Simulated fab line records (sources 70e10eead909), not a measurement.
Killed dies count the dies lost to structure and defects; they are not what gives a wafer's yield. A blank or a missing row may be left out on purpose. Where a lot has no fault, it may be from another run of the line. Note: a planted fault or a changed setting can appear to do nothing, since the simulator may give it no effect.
What tool caused it? ; flow nandHarc ; Sampling: 24 lots, 72 wafers, 5 of 1302 route steps

## WHAT EACH GAUGE READ, for each wafer
NHARC_P_STI_INSPECT_11. Usual: rawDefectCount reads 5.8 (standard deviation 3).
lot;measured;on;rawDefectCount;flag
L074;day 2 21:34;defectInspect-02;9 5 6;
L075;day 3 08:04;defectInspect-02;8 2 3;
L076;day 3 16:58;defectInspect-01;5 5 3;
L077;day 4 00:41;defectInspect-01;6 2 5;
L078;day 4 11:02;defectInspect-02;7 7 4;
L079;day 4 22:25;defectInspect-01;4 5 3;
L080;day 5 10:54;defectInspect-01;3 3 10;
L081;day 5 20:49;defectInspect-01;4 8 1;
L082;day 6 08:27;defectInspect-01;5 16 1;
L083;day 6 12:04;defectInspect-02;4 7 3;
L084;day 7 00:00;defectInspect-02;7 6 6;
L085;day 7 09:30;defectInspect-02;4 6 7;
L086;day 7 18:48;defectInspect-02;4 15 6;
L087;day 8 07:18;defectInspect-01;3 4 1;
L088;day 8 15:12;defectInspect-01;10 3 8;
L089;day 9 00:33;defectInspect-02;12 13 10;
L090;day 9 12:13;defectInspect-01;9 5 5;
L091;day 9 21:19;defectInspect-02;8 5 6;
L092;day 10 08:53;defectInspect-01;7 7 10;
L093;day 10 18:29;defectInspect-01;6 6 6;
L094;day 11 02:49;defectInspect-01;2 4 8;
L095;day 11 14:30;defectInspect-02;6 7 1;
L096;day 11 22:52;defectInspect-02;3 5 4;
L097;day 12 11:32;defectInspect-01;7 9 15;

NHARC_P_M1_OVL_MEAS_10: pitch 260 nm. Usual: overlayXNm 0.0 nm, standard deviation 0.65; overlayYNm -0.1 nm, standard deviation 0.86.
lot;measured;on;overlayXNm (nm);overlayYNm (nm);flag
L074;day 6 13:20;overlay-01;0.0 0.2 0.5;1.2 1.0 1.4;
L075;day 6 13:54;overlay-02;-0.1 -0.5 -0.2;-0.6 -0.4 -0.8;
L076;day 7 05:51;overlay-02;-0.7 -0.7 -0.9;-1.7 -1.3 -1.8;
L077;day 7 07:24;overlay-01;0.0 0.4 0.3;0.3 0.2 0.1;
L078;day 8 00:02;overlay-01;-0.3 0.8 0.1;0.5 -0.2 0.1;
L079;day 8 08:35;overlay-01;-0.1 -0.5 -0.2;-0.2 0.4 0.5;
L080;day 9 03:52;overlay-01;-1.6 -1.0 -1.4;-0.7 0.0 -0.6;
L081;day 9 04:52;overlay-01;-1.4 -0.9 -1.3;-0.7 -1.1 -0.1;
L082;day 9 17:11;overlay-01;0.0 0.2 0.1;-1.2 -0.5 -0.7;
L083;day 9 21:45;overlay-01;0.8 0.8 0.9;-0.1 -0.4 -0.6;
L084;day 10 06:25;overlay-01;-1.1 -0.9 -0.8;0.6 0.3 0.5;
L085;day 10 17:25;overlay-02;-0.1 0.2 0.2;0.5 1.1 0.7;
L086;day 11 00:04;overlay-02;0.5 0.2 0.5;1.4 1.0 1.5;
L087;day 11 17:47;overlay-02;-1.1 -1.0 -0.8;0.7 0.9 1.1;
L088;day 12 06:50;overlay-02;0.2 0.7 0.4;-0.4 -0.9 -1.0;
L089;day 12 08:00;overlay-01;0.5 0.6 0.5;0.7 0.4 0.5;
L090;day 12 22:26;overlay-02;-0.4 -0.3 -0.2;-0.4 -1.3 0.0;
L091;day 13 03:00;overlay-01;-0.2 0.2 0.1;-1.5 -1.8 -1.8;
L092;day 13 18:50;overlay-02;0.6 -0.1 0.0;0.7 0.7 0.7;
L093;day 14 02:37;overlay-02;0.5 0.1 0.2;-0.1 -0.4 -0.7;
L094;day 14 15:02;overlay-02;0.0 -0.2 -0.2;0.3 0.5 0.0;
L095;day 15 13:30;overlay-01;0.4 0.8 0.3;1.3 0.8 1.0;
L096;day 15 15:43;overlay-02;0.0 -0.3 0.0;-0.7 -1.3 -1.2;
L097;day 16 01:13;overlay-02;1.3 1.1 1.5;0.0 -0.2 -0.5;

## TOOL THAT RAN EACH LOT (tool first, then ch and the chambers of the sampled wafers, then the start)
lot;NHARC_P_ZERO_WELL_ETCH_63;NHARC_P_CONTACT_STRIP_28;NHARC_P_M0_CMP_23
L074;rieSi-02 ch 0,1, day 1 21:32;rieDiel-05 ch 1,2,3, day 6 06:05;cmp-04 ch 1,2, day 6 11:24
L075;rieSi-05 ch 0,3, day 2 07:32;rieDiel-08 ch 0,1,3, day 6 06:50;cmp-02 ch 0,3, day 6 12:02
L076;rieSi-06 ch 0,1,3, day 2 17:45;rieDiel-08 ch 2,3, day 6 22:38;cmp-01 ch 1,3, day 7 03:56
L077;rieSi-06 ch 1,2, day 3 03:43;rieDiel-05 ch 2,3, day 7 00:18;cmp-04 ch 0,2,3, day 7 05:34
L078;rieSi-02 ch 0,1,2, day 3 13:40;rieDiel-05 ch 0,2,3, day 7 16:50;cmp-04 ch 0,1,3, day 7 22:06
L079;rieSi-02 ch 1,3, day 3 23:46;rieDiel-01 ch 0,2,3, day 8 01:16;cmp-02 ch 2,3, day 8 06:36
L080;rieSi-06 ch 0,1,3, day 4 09:40;rieDiel-05 ch 0,2,3, day 8 20:51;cmp-01 ch 0,3, day 9 02:04
L081;rieSi-05 ch 0,2, day 4 19:32;rieDiel-01 ch 0,1, day 8 21:00;cmp-02 ch 1,3, day 9 02:42
L082;rieSi-06 ch 1,2,3, day 5 06:01;rieDiel-05 ch 1,3, day 9 09:58;cmp-02 ch 0,2, day 9 15:14
L083;rieSi-02 ch 1,2,3, day 5 15:40;rieDiel-05 ch 0,1,3, day 9 14:24;cmp-02 ch 0,2,3, day 9 19:50
L084;rieSi-05 ch 1,2, day 6 01:39;rieDiel-05 ch 2,3, day 9 23:10;cmp-02 ch 1,2,3, day 10 04:26
L085;rieSi-06 ch 1,3, day 6 11:32;rieDiel-01 ch 0,3, day 10 10:14;cmp-01 ch 0,1, day 10 15:27
L086;rieSi-06 ch 2,3, day 6 21:40;rieDiel-08 ch 1,2, day 10 16:41;cmp-02 ch 0,1, day 10 22:08
L087;rieSi-06 ch 1,2,3, day 7 07:44;rieDiel-01 ch 0,2,3, day 11 10:29;cmp-04 ch 1,3, day 11 15:53
L088;rieSi-06 ch 0,1,3, day 7 18:08;rieDiel-01 ch 0,1,3, day 11 23:48;cmp-01 ch 0,3, day 12 05:02
L089;rieSi-05 ch 1,2, day 8 03:32;rieDiel-01 ch 1,3, day 12 00:41;cmp-04 ch 0,2, day 12 05:54
L090;rieSi-02 ch 1,3, day 8 13:43;rieDiel-08 ch 1,3, day 12 15:23;cmp-04 ch 1,2,3, day 12 20:31
L091;rieSi-05 ch 0,1,2, day 8 23:41;rieDiel-05 ch 0,1, day 12 19:37;cmp-04 ch 0,2,3, day 13 01:04
L092;rieSi-05 ch 1,2, day 9 09:40;rieDiel-05 ch 0,1, day 13 11:40;cmp-04 ch 1,2, day 13 16:52
L093;rieSi-06 ch 0,1,3, day 9 19:32;rieDiel-05 ch 0,1,3, day 13 19:35;cmp-01 ch 1,2,3, day 14 00:43
L094;rieSi-05 ch 1,3, day 10 05:32;rieDiel-05 ch 2,3, day 14 07:29;cmp-02 ch 1,2, day 14 13:05
L095;rieSi-02 ch 0,2,3, day 10 15:31;rieDiel-05 ch 0,1,2, day 15 06:22;cmp-02 ch 0,1,2, day 15 11:31
L096;rieSi-06 ch 1,2, day 11 01:32;rieDiel-08 ch 0,1,2, day 15 08:40;cmp-02 ch 0,2, day 15 13:46
L097;rieSi-02 ch 0,1,3, day 11 11:53;rieDiel-05 ch 0,1,2, day 15 18:12;cmp-01 ch 0,1,3, day 15 23:24
- NHARC_P_ZERO_WELL_ETCH_63: etches the open film in HBr/Cl2, target depth 120 nm, time 40.1 s.
- NHARC_P_CONTACT_STRIP_28: strips in O2.
- NHARC_P_M0_CMP_23: polishes, t overpolish 20 s, target thk 117.54 nm.

## WHAT THE TOOLS THEMSELVES READ (means of the sampled wafers that have a number; where no wafer has one, the mark that the record gives instead)
NHARC_P_ZERO_WELL_ETCH_63. Usual: biasW 100.0 W, standard deviation 0.31; drypumpMotorCurrentA 5.8 A, standard deviation 0.41; mfcCl2Sccm 50.00 sccm, standard deviation 0.14; oesProductAu 0.998 a.u., standard deviation 0.013; throttleValvePct 26.405 %, standard deviation 0.0095.
lot;tool;biasW (W);drypumpMotorCurrentA (A);mfcCl2Sccm (sccm);oesProductAu (a.u.);throttleValvePct (%);flag
L074;rieSi-02;99.9;5.4;49.95;1.012;26.407;
L075;rieSi-05;99.9;5.5;49.88;0.990;26.406;
L076;rieSi-06;100.1;6.0;50.02;1.002;26.401;
L077;rieSi-06;100.1;5.9;49.90;1.000;26.402;
L078;rieSi-02;99.9;5.6;50.02;1.001;26.405;
L079;rieSi-02;100.0;5.4;49.90;1.014;26.405;
L080;rieSi-06;100.3;6.0;49.94;0.995;26.398;
L081;rieSi-05;100.0;6.3;50.15;0.988;26.407;
L082;rieSi-06;100.0;5.9;49.95;0.996;26.403;
L083;rieSi-02;100.2;5.6;49.98;1.009;26.401;
L084;rieSi-05;100.1;5.9;50.21;0.978;26.410;
L085;rieSi-06;99.8;5.8;50.04;1.000;26.401;
L086;rieSi-06;99.9;5.8;50.00;0.993;26.409;
L087;rieSi-06;100.1;5.9;50.07;0.987;26.409;
L088;rieSi-06;99.9;6.0;49.93;0.987;26.398;
L089;rieSi-05;100.0;5.9;50.01;0.989;26.405;
L090;rieSi-02;100.0;5.4;49.77;1.022;26.397;
L091;rieSi-05;99.8;6.1;50.00;0.992;26.405;
L092;rieSi-05;99.8;5.9;50.09;0.991;26.409;
L093;rieSi-06;100.2;6.0;50.04;0.983;26.399;
L094;rieSi-05;100.4;5.7;49.99;0.990;26.395;
L095;rieSi-02;99.6;5.8;50.03;1.014;26.408;
L096;rieSi-06;100.1;6.0;49.95;0.997;26.410;
L097;rieSi-02;100.2;5.6;50.05;1.012;26.403;

NHARC_P_CONTACT_STRIP_28. Usual: drypumpMotorCurrentA 5.8 A, standard deviation 0.61; oesProductAu 0.998 a.u., standard deviation 0.016; rfVppV 57.8 V, standard deviation 0.85; showerheadPlenumPTorr 3.55 Torr, standard deviation 0.1; throttleValvePct 17.039 %, standard deviation 0.01.
lot;tool;drypumpMotorCurrentA (A);oesProductAu (a.u.);rfVppV (V);showerheadPlenumPTorr (Torr);throttleValvePct (%);flag
L074;rieDiel-05;5.9;0.996;57.4;3.52;17.048;
L075;rieDiel-08;6.2;0.985;56.7;3.51;17.032;
L076;rieDiel-08;6.3;0.983;57.6;3.53;17.041;
L077;rieDiel-05;5.3;0.992;58.4;3.50;17.037;
L078;rieDiel-05;5.5;1.010;57.1;3.48;17.042;
L079;rieDiel-01;5.4;1.002;57.6;3.63;17.039;
L080;rieDiel-05;5.5;1.006;57.4;3.48;17.037;
L081;rieDiel-01;5.2;1.008;57.9;3.60;17.041;
L082;rieDiel-05;5.9;0.991;57.5;3.57;17.043;
L083;rieDiel-05;5.5;0.986;57.8;3.53;17.025;
L084;rieDiel-05;5.9;1.014;57.8;3.46;17.043;
L085;rieDiel-01;5.6;1.002;57.9;3.69;17.043;
L086;rieDiel-08;6.2;0.996;58.5;3.61;17.041;
L087;rieDiel-01;5.4;0.998;57.7;3.63;17.050;
L088;rieDiel-01;5.5;0.994;58.2;3.67;17.045;
L089;rieDiel-01;5.8;1.002;58.2;3.73;17.037;
L090;rieDiel-08;6.4;1.017;58.2;3.51;17.032;
L091;rieDiel-05;6.1;0.980;58.8;3.55;17.043;
L092;rieDiel-05;5.7;0.986;57.6;3.52;17.039;
L093;rieDiel-05;5.5;0.988;57.0;3.53;17.037;
L094;rieDiel-05;5.9;1.015;57.4;3.46;17.030;
L095;rieDiel-05;6.1;1.010;57.6;3.50;17.044;
L096;rieDiel-08;6.1;0.993;58.0;3.56;17.039;
L097;rieDiel-05;6.0;0.991;57.3;3.50;17.031;

NHARC_P_M0_CMP_23. Usual: motorCurrentA 12.7 A, standard deviation 1.1; timeToEndpointS 30 s, standard deviation 3.7.
lot;tool;motorCurrentA (A);timeToEndpointS (s);flag
L074;cmp-04;12.9;32;
L075;cmp-02;13.3;29;
L076;cmp-01;12.6;27;
L077;cmp-04;12.7;31;
L078;cmp-04;11.9;27;
L079;cmp-02;12.6;33;
L080;cmp-01;12.0;29;
L081;cmp-02;12.5;32;
L082;cmp-02;13.9;25;
L083;cmp-02;13.5;30;
L084;cmp-02;12.7;33;
L085;cmp-01;13.3;31;
L086;cmp-02;13.3;28;
L087;cmp-04;13.2;28;
L088;cmp-01;11.7;29;
L089;cmp-04;11.6;35;
L090;cmp-04;12.4;28;
L091;cmp-04;12.1;33;
L092;cmp-04;12.8;29;
L093;cmp-01;12.5;30;
L094;cmp-02;12.5;33;
L095;cmp-02;12.8;32;
L096;cmp-02;14.0;28;
L097;cmp-01;13.1;28;

## THE ANSWER, worked out from the rows above alone
Rule: a lot is off if the mean of its wafers that have a number lies more than 3 standard deviations from the usual mean. A lot without any number at a reading at which 4 lots or more have one is off too. All remaining lots with rows at the step are treated as sound. The gauges are gone through in route order, then the tools' own readings, and for those a lot's mean is taken as printed above. The first step at which some lot is off is used, and at that step the reading that is off furthest; a lot without a number counts as furthest.
No lot is off on any of the readings shown, so nothing can be concluded from this.

## WHAT WAS PUT IN BY THE SIMULATOR
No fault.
